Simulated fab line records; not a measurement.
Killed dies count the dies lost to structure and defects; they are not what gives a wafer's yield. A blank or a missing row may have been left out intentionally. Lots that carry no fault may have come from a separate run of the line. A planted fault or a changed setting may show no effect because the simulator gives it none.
Matching of chambers -- flow n5 finfet -- 4 sister chambers for N5_BEOL_M7_ETCH_72 on rie diel-06
The step etches underlayer in N2/H2, target depth 6.5 nm, time 5.2 s. 8 wafers are shown with their chamber, then 7 later ones without.

## WAFERS, EACH WITH ITS CHAMBER
wafer,chamber,showerhead plenum p Torr (Torr),oes product au (a.u.)
L077.3,2,2.49,0.59
L077.5,2,2.49,0.59
L079.5,0,2.55,0.63
L084.1,3,2.58,0.77
L084.4,0,2.55,0.63
L084.5,1,2.64,0.65
L085.2,3,2.58,0.77
L085.3,1,2.63,0.66

## WAFERS MISSING THEIR CHAMBER
wafer,showerhead plenum p Torr (Torr),oes product au (a.u.)
L085.4,2.55,0.62
L088.2,2.48,0.80
L088.5,2.48,0.80
L088.6,2.57,0.75
L093.2,2.63,0.64
L093.3,2.48,0.77
L093.6,2.57,0.76

## EACH ONE'S CHAMBER
wafer,from the rows above,in truth
L085.4,0,0
L088.2,3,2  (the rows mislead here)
L088.5,3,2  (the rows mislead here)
L088.6,3,3
L093.2,1,1
L093.3,3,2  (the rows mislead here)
L093.6,3,3
Correct placement for 4 of the 7. Can't be placed from these rows: 0. 3 placed wrongly.
How it was worked out, from the rows above alone: a wafer's distance from a chamber is the root of the sum, over the readings, of the square of ((its reading less the chamber's mean) divided by the reading's scatter). If the next closest chamber is less than 2 further off than the closest, the wafer can't be placed; otherwise it belongs to the closest. For every chamber, the mean is computed from those of its wafers that are shown. How the scatter is found: for the shown wafers, subtract from each reading the mean of its chamber, square and add these, divide the total by (wafers less chambers), then take the root.
